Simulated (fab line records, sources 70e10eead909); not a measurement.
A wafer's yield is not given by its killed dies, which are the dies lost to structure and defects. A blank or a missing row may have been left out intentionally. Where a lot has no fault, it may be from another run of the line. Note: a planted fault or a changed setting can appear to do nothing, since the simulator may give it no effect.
2 desks, one fault -- flow nand-harc -- each desk holds nothing but its own numbers, with what lay behind them at the end

== THE DEFECT DESK ==
For each lot, the counts of the inspections along the route, averaged over the sampled wafers that have a number. A lot is out of limits, marked OUT, if its mean lies more than 4 standard deviations from the usual mean; the brackets give that distance.
Columns: A = raw-defect-count at NHARC_A_CHANNEL_HOLE_D1_INSPECT_40, usual 65
lot,first seen here,A
L974,day 8 11:48,45
L973,day 8 12:01,42
L975,day 9 12:08,68
L977,day 9 17:15,53
L980,day 10 07:03,64
L981,day 10 18:16,92
L983,day 11 03:26,740 (+32) OUT
L987,day 12 09:19,696 (+30) OUT
L985,day 12 13:46,45
L992,day 13 07:51,72
L996,day 14 11:34,65
This desk finds L983, L987 out of limits, L983 being first, at day 11 03:26 (raw-defect-count at NHARC_A_CHANNEL_HOLE_D1_INSPECT_40). L974, L973, L975, L977, L980, L981, L985, L992, L996 stayed within limits.

== DESK OF THE TOOL OWNER: har-etch-01 ==
The tool's own readings at NHARC_A_CHANNEL_HOLE_D1_ETCH_21 (etches the open film in C4F8/O2/Ar, time 514.3 s, target depth 1600 nm): means of the sampled wafers that have a number, for each lot that ran on this tool. A lot is out of limits, marked OUT, if its mean lies more than 4 standard deviations from the usual mean; the brackets give that distance.
Columns: A = drypump-motor-current-A at NHARC_A_CHANNEL_HOLE_D1_ETCH_21, usual 5.7 A; B = showerhead-plenum-p-Torr at NHARC_A_CHANNEL_HOLE_D1_ETCH_21, usual 3.81 Torr; C = throttle-valve-pct at NHARC_A_CHANNEL_HOLE_D1_ETCH_21, usual 32.154 %
lot,first seen here,A,B,C
L974,day 8 06:31,5.8,3.79,32.149
L975,day 9 06:52,5.6,3.77,32.143
L980,day 10 01:53,5.6,3.76,32.157
L981,day 10 13:00,5.9,3.78,32.157
L983,day 10 22:08,5.6,3.76,32.163
L987,day 12 03:59,5.9,3.77,32.154
This desk's finding: nothing out of limits on any of the 6 lots.

== TAKEN TOGETHER ==
The defect desk could have raised an alarm at day 11 03:26, on L983, L987.
The desk of the tool owner found nothing out of limits.
The tool owner's desk has L983, L987 on record, within its limits.
Every lot named ran NHARC_A_CHANNEL_HOLE_D1_ETCH_21 on har-etch-01.

== WHAT HAD BEEN PUT IN BY THE SIMULATOR ==
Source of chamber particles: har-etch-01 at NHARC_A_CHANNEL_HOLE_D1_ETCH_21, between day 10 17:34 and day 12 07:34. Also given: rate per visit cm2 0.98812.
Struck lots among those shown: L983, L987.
Hours from the fault's start to each desk's first reading out of limits: the defect desk, 10.
